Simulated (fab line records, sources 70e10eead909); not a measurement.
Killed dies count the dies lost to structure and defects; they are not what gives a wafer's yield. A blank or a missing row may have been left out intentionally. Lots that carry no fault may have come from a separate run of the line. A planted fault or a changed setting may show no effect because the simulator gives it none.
Which tool was responsible? / flow nand_harc / 13 lots, 39 wafers sampled, at 6 steps of a route of 1159

== WHAT THE GAUGES SHOWED, per wafer ==
NHARC_A_ONON_D1_THK_MEAS_21: measures by ellipsometry. Usual: thk_nm at 1001 nm, with a standard deviation of 10.
lot=L202; measured=day 7 12:20; on=film_metro-01; thk_nm (nm)=1014 1014 1013; flag=
lot=L205; measured=day 8 07:23; on=film_metro-01; thk_nm (nm)=1021 1021 1022; flag=
lot=L206; measured=day 9 07:14; on=film_metro-02; thk_nm (nm)=994 996 995; flag=
lot=L208; measured=day 9 19:19; on=film_metro-01; thk_nm (nm)=1596 1595 1593; flag=OFF
lot=L210; measured=day 10 02:46; on=film_metro-01; thk_nm (nm)=1599 1598 1600; flag=OFF
lot=L213; measured=day 11 02:53; on=film_metro-02; thk_nm (nm)=997 997 997; flag=
lot=L216; measured=day 11 02:53; on=film_metro-01; thk_nm (nm)=998 1001 1000; flag=
lot=L214; measured=day 11 18:17; on=film_metro-02; thk_nm (nm)=1004 1008 1007; flag=
lot=L217; measured=day 12 00:35; on=film_metro-02; thk_nm (nm)=1003 1002 1004; flag=
lot=L220; measured=day 12 08:19; on=film_metro-01; thk_nm (nm)=1013 1013 1011; flag=
lot=L221; measured=day 12 08:18; on=film_metro-01; thk_nm (nm)=1002 1004 1003; flag=
lot=L222; measured=day 12 21:46; on=film_metro-02; thk_nm (nm)=987 988 987; flag=
lot=L225; measured=day 13 07:21; on=film_metro-02; thk_nm (nm)=1007 1005 1007; flag=

NHARC_A_CHANNEL_HOLE_D1_OVL_MEAS_11. Usual: overlay_x_nm -0.3 nm, standard deviation 0.72; overlay_y_nm 0.2 nm, standard deviation 0.69.
lot=L202; measured=day 7 17:25; on=overlay-02; overlay_x_nm (nm)=-1.3 -1.2 -1.2; overlay_y_nm (nm)=-0.2 -0.6 0.0; flag=
lot=L205; measured=day 8 17:01; on=overlay-01; overlay_x_nm (nm)=-0.9 -1.0 -1.1; overlay_y_nm (nm)=-0.4 -0.5 -0.2; flag=
lot=L206; measured=day 9 12:45; on=overlay-01; overlay_x_nm (nm)=0.3 -0.1 0.1; overlay_y_nm (nm)=0.3 0.2 0.5; flag=
lot=L213; measured=day 11 10:07; on=overlay-01; overlay_x_nm (nm)=0.8 0.6 0.3; overlay_y_nm (nm)=0.7 1.7 1.1; flag=
lot=L216; measured=day 11 10:28; on=overlay-01; overlay_x_nm (nm)=-0.1 0.1 0.5; overlay_y_nm (nm)=0.5 0.9 0.8; flag=
lot=L214; measured=day 11 23:20; on=overlay-02; overlay_x_nm (nm)=0.3 0.0 -0.7; overlay_y_nm (nm)=-0.7 -0.5 -0.4; flag=
lot=L217; measured=day 12 07:19; on=overlay-01; overlay_x_nm (nm)=-0.1 -0.3 0.2; overlay_y_nm (nm)=1.9 1.2 1.3; flag=
lot=L220; measured=day 12 15:06; on=overlay-01; overlay_x_nm (nm)=-0.8 -0.4 -0.6; overlay_y_nm (nm)=1.7 1.9 1.2; flag=
lot=L221; measured=day 12 13:50; on=overlay-02; overlay_x_nm (nm)=1.0 1.7 2.2; overlay_y_nm (nm)=1.0 0.9 0.9; flag=
lot=L222; measured=day 13 02:59; on=overlay-01; overlay_x_nm (nm)=-1.6 -1.2 -1.5; overlay_y_nm (nm)=-0.4 -0.3 0.0; flag=
lot=L225; measured=day 13 15:38; on=overlay-02; overlay_x_nm (nm)=-0.4 -0.7 -0.7; overlay_y_nm (nm)=-1.1 -0.9 -0.7; flag=

NHARC_END_SORT_01. Usual: killed_at_array 28, standard deviation 8.9; killed_at_other 0.8, standard deviation 1.2; killed_at_periphery 3.3, standard deviation 2.3; killed_dies 32, standard deviation 9.4; killed_open 3.2, standard deviation 1.8; killed_short 1.9, standard deviation 1.4.
lot=L208; measured=day 21 23:24; on=prober-02; killed_at_array=673 676 675; killed_at_other=0 0 0; killed_at_periphery=4 1 2; killed_dies=677 677 677; killed_open=4 3 3; killed_short=0 1 2; flag=OFF
lot=L210; measured=day 22 07:14; on=prober-02; killed_at_array=670 673 673; killed_at_other=0 0 0; killed_at_periphery=7 4 4; killed_dies=677 677 677; killed_open=5 6 3; killed_short=3 1 4; flag=OFF

== WHAT TOOL EACH LOT RAN ON (gives the tool, then ch and the chambers of the sampled wafers, and finally the start) ==
lot=L202; NHARC_A_ZERO_WELL_ETCH_19=rie_diel-11 ch 0,2,3, day 6 05:18; NHARC_A_ZERO_WELL_RTA_16=rtp_anneal-01 ch 0, day 6 06:22; NHARC_A_ONON_D1_DEP_19=pecvd_onon-02 ch 0, day 7 11:56
lot=L205; NHARC_A_ZERO_WELL_ETCH_19=rie_diel-09 ch 0,1, day 7 01:09; NHARC_A_ZERO_WELL_RTA_16=rtp_anneal-01 ch 0, day 7 02:13; NHARC_A_ONON_D1_DEP_19=pecvd_onon-02 ch 0, day 8 06:56
lot=L206; NHARC_A_ZERO_WELL_ETCH_19=rie_diel-02 ch 0,1,2, day 7 22:37; NHARC_A_ZERO_WELL_RTA_16=rtp_anneal-02 ch 0, day 7 23:41; NHARC_A_ONON_D1_DEP_19=pecvd_onon-02 ch 0, day 9 06:47
lot=L208; NHARC_A_ZERO_WELL_ETCH_19=rie_diel-09 ch 0,1,3, day 8 09:23; NHARC_A_ZERO_WELL_RTA_16=rtp_anneal-01 ch 0, day 8 10:29; NHARC_A_ONON_D1_DEP_19=pecvd_onon-02 ch 0, day 9 18:52
lot=L210; NHARC_A_ZERO_WELL_ETCH_19=rie_diel-02 ch 0,1,3, day 8 20:25; NHARC_A_ZERO_WELL_RTA_16=rtp_anneal-02 ch 0, day 8 21:30; NHARC_A_ONON_D1_DEP_19=pecvd_onon-02 ch 0, day 10 02:19
lot=L213; NHARC_A_ZERO_WELL_ETCH_19=rie_diel-02 ch 0,2, day 9 17:44; NHARC_A_ZERO_WELL_RTA_16=rtp_anneal-01 ch 0, day 9 18:47; NHARC_A_ONON_D1_DEP_19=pecvd_onon-03 ch 0, day 11 02:22
lot=L216; NHARC_A_ZERO_WELL_ETCH_19=rie_diel-02 ch 0,1,3, day 9 20:40; NHARC_A_ZERO_WELL_RTA_16=rtp_anneal-01 ch 0, day 9 21:43; NHARC_A_ONON_D1_DEP_19=pecvd_onon-01 ch 0, day 11 02:22
lot=L214; NHARC_A_ZERO_WELL_ETCH_19=rie_diel-02 ch 0,1,2, day 10 04:29; NHARC_A_ZERO_WELL_RTA_16=rtp_anneal-02 ch 0, day 10 05:32; NHARC_A_ONON_D1_DEP_19=pecvd_onon-03 ch 0, day 11 17:53
lot=L217; NHARC_A_ZERO_WELL_ETCH_19=rie_diel-09 ch 0,2,3, day 10 16:20; NHARC_A_ZERO_WELL_RTA_16=rtp_anneal-01 ch 0, day 10 17:25; NHARC_A_ONON_D1_DEP_19=pecvd_onon-03 ch 0, day 12 00:07
lot=L220; NHARC_A_ZERO_WELL_ETCH_19=rie_diel-02 ch 0,1,2, day 11 00:07; NHARC_A_ZERO_WELL_RTA_16=rtp_anneal-02 ch 0, day 11 01:08; NHARC_A_ONON_D1_DEP_19=pecvd_onon-03 ch 0, day 12 07:49
lot=L221; NHARC_A_ZERO_WELL_ETCH_19=rie_diel-11 ch 1,2, day 11 00:41; NHARC_A_ZERO_WELL_RTA_16=rtp_anneal-01 ch 0, day 11 01:43; NHARC_A_ONON_D1_DEP_19=pecvd_onon-01 ch 0, day 12 07:48
lot=L222; NHARC_A_ZERO_WELL_ETCH_19=rie_diel-09 ch 0,3, day 11 13:14; NHARC_A_ZERO_WELL_RTA_16=rtp_anneal-02 ch 0, day 11 14:17; NHARC_A_ONON_D1_DEP_19=pecvd_onon-01 ch 0, day 12 21:18
lot=L225; NHARC_A_ZERO_WELL_ETCH_19=rie_diel-02 ch 1,2, day 11 22:32; NHARC_A_ZERO_WELL_RTA_16=rtp_anneal-02 ch 0, day 11 23:36; NHARC_A_ONON_D1_DEP_19=pecvd_onon-03 ch 0, day 13 06:50
- NHARC_A_ZERO_WELL_ETCH_19: etches the open film in N2/H2, target depth 80 nm, overetch 24 nm, time 87.88 s.
- NHARC_A_ZERO_WELL_RTA_16: time 10 s.
- NHARC_A_ONON_D1_DEP_19: target thk 1000 nm.

== AS READ BY THE TOOLS THEMSELVES (means over the sampled wafers that have a number; for cases with no such wafer, the mark the record gives instead) ==
NHARC_A_ZERO_WELL_ETCH_19. Usual: drypump_motor_current_A 6.1 A, standard deviation 0.43; oes_product_au 1.001 a.u., standard deviation 0.0073; rf_vpp_V 431.5 V, standard deviation 2.4; showerhead_plenum_p_Torr 2.08 Torr, standard deviation 0.085; throttle_valve_pct 14.172 %, standard deviation 0.0092.
lot=L202; tool=rie_diel-11; drypump_motor_current_A (A)=6.0; oes_product_au (a.u.)=0.989; rf_vpp_V (V)=429.4; showerhead_plenum_p_Torr (Torr)=2.01; throttle_valve_pct (%)=14.176; flag=
lot=L205; tool=rie_diel-09; drypump_motor_current_A (A)=6.1; oes_product_au (a.u.)=0.994; rf_vpp_V (V)=431.7; showerhead_plenum_p_Torr (Torr)=2.07; throttle_valve_pct (%)=14.170; flag=
lot=L206; tool=rie_diel-02; drypump_motor_current_A (A)=6.4; oes_product_au (a.u.)=1.012; rf_vpp_V (V)=432.9; showerhead_plenum_p_Torr (Torr)=2.14; throttle_valve_pct (%)=14.179; flag=
lot=L208; tool=rie_diel-09; drypump_motor_current_A (A)=6.0; oes_product_au (a.u.)=1.000; rf_vpp_V (V)=431.6; showerhead_plenum_p_Torr (Torr)=2.07; throttle_valve_pct (%)=14.180; flag=
lot=L210; tool=rie_diel-02; drypump_motor_current_A (A)=6.2; oes_product_au (a.u.)=1.005; rf_vpp_V (V)=432.0; showerhead_plenum_p_Torr (Torr)=2.10; throttle_valve_pct (%)=14.167; flag=
lot=L213; tool=rie_diel-02; drypump_motor_current_A (A)=6.2; oes_product_au (a.u.)=0.998; rf_vpp_V (V)=433.0; showerhead_plenum_p_Torr (Torr)=2.15; throttle_valve_pct (%)=14.175; flag=
lot=L216; tool=rie_diel-02; drypump_motor_current_A (A)=6.2; oes_product_au (a.u.)=0.999; rf_vpp_V (V)=431.6; showerhead_plenum_p_Torr (Torr)=2.10; throttle_valve_pct (%)=14.183; flag=
lot=L214; tool=rie_diel-02; drypump_motor_current_A (A)=6.4; oes_product_au (a.u.)=1.010; rf_vpp_V (V)=432.8; showerhead_plenum_p_Torr (Torr)=2.13; throttle_valve_pct (%)=14.166; flag=
lot=L217; tool=rie_diel-09; drypump_motor_current_A (A)=5.8; oes_product_au (a.u.)=1.002; rf_vpp_V (V)=430.3; showerhead_plenum_p_Torr (Torr)=2.02; throttle_valve_pct (%)=14.184; flag=
lot=L220; tool=rie_diel-02; drypump_motor_current_A (A)=6.4; oes_product_au (a.u.)=1.005; rf_vpp_V (V)=433.2; showerhead_plenum_p_Torr (Torr)=2.13; throttle_valve_pct (%)=14.170; flag=
lot=L221; tool=rie_diel-11; drypump_motor_current_A (A)=5.7; oes_product_au (a.u.)=0.997; rf_vpp_V (V)=430.7; showerhead_plenum_p_Torr (Torr)=2.04; throttle_valve_pct (%)=14.180; flag=
lot=L222; tool=rie_diel-09; drypump_motor_current_A (A)=6.0; oes_product_au (a.u.)=0.997; rf_vpp_V (V)=431.9; showerhead_plenum_p_Torr (Torr)=2.07; throttle_valve_pct (%)=14.167; flag=
lot=L225; tool=rie_diel-02; drypump_motor_current_A (A)=6.5; oes_product_au (a.u.)=1.006; rf_vpp_V (V)=431.5; showerhead_plenum_p_Torr (Torr)=2.08; throttle_valve_pct (%)=14.173; flag=

NHARC_A_ZERO_WELL_RTA_16. Usual: lamp_power_pct 30 %, standard deviation 3.8; lamp_zone_6_pct 30 %, standard deviation 3.8; wafer_temp_C_max 1004.8, standard deviation 1.4.
lot=L202; tool=rtp_anneal-01; lamp_power_pct (%)=34; lamp_zone_6_pct (%)=34; wafer_temp_C_max=1006.5; flag=
lot=L205; tool=rtp_anneal-01; lamp_power_pct (%)=34; lamp_zone_6_pct (%)=34; wafer_temp_C_max=1005.5; flag=
lot=L206; tool=rtp_anneal-02; lamp_power_pct (%)=26; lamp_zone_6_pct (%)=26; wafer_temp_C_max=1003.9; flag=
lot=L208; tool=rtp_anneal-01; lamp_power_pct (%)=34; lamp_zone_6_pct (%)=34; wafer_temp_C_max=1005.9; flag=
lot=L210; tool=rtp_anneal-02; lamp_power_pct (%)=26; lamp_zone_6_pct (%)=26; wafer_temp_C_max=1004.4; flag=
lot=L213; tool=rtp_anneal-01; lamp_power_pct (%)=34; lamp_zone_6_pct (%)=34; wafer_temp_C_max=1004.6; flag=
lot=L216; tool=rtp_anneal-01; lamp_power_pct (%)=34; lamp_zone_6_pct (%)=34; wafer_temp_C_max=1006.0; flag=
lot=L214; tool=rtp_anneal-02; lamp_power_pct (%)=26; lamp_zone_6_pct (%)=26; wafer_temp_C_max=1003.3; flag=
lot=L217; tool=rtp_anneal-01; lamp_power_pct (%)=34; lamp_zone_6_pct (%)=34; wafer_temp_C_max=1005.9; flag=
lot=L220; tool=rtp_anneal-02; lamp_power_pct (%)=26; lamp_zone_6_pct (%)=26; wafer_temp_C_max=1003.9; flag=
lot=L221; tool=rtp_anneal-01; lamp_power_pct (%)=34; lamp_zone_6_pct (%)=34; wafer_temp_C_max=1005.4; flag=
lot=L222; tool=rtp_anneal-02; lamp_power_pct (%)=26; lamp_zone_6_pct (%)=26; wafer_temp_C_max=1004.0; flag=
lot=L225; tool=rtp_anneal-02; lamp_power_pct (%)=26; lamp_zone_6_pct (%)=26; wafer_temp_C_max=1003.6; flag=

== THE ANSWER, worked out from the rows above alone ==
Rule: a lot is off if the mean of its wafers that have a number lies more than 3 standard deviations from the usual mean. Also off: a lot with no number at a reading for which 4 or more lots have one. Where the step has rows for the other lots, those lots are counted as sound. First the gauges in route order, then the tools' own readings, where a lot's mean is used as printed above. The first step at which some lot is off is used, and at that step the reading that is off furthest; a lot without a number counts as furthest.
Off: L208, L210 (NHARC_A_ONON_D1_THK_MEAS_21, thk_nm).
A tool fits if, at a process step before that reading, it ran every lot that is off, and no sound lot after the first of them. Not tried: the gauges at NHARC_A_ONON_D1_THK_MEAS_21; whatever is off there is also off at NHARC_END_SORT_01, on other tools, and gauge error can't account for it. One fits: pecvd_onon-02 at NHARC_A_ONON_D1_DEP_19. Its last sound lot is L206 (day 9 06:47), its first lot that is off L208 (day 9 18:52): a fault that began between those two fits.

== WHAT WAS PUT IN BY THE SIMULATOR ==
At NHARC_A_ONON_D1_DEP_19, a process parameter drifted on pecvd_onon-02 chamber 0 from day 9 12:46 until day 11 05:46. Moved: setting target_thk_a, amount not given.
Lots struck among those shown: L208, L210. This agrees with what the rule above found.
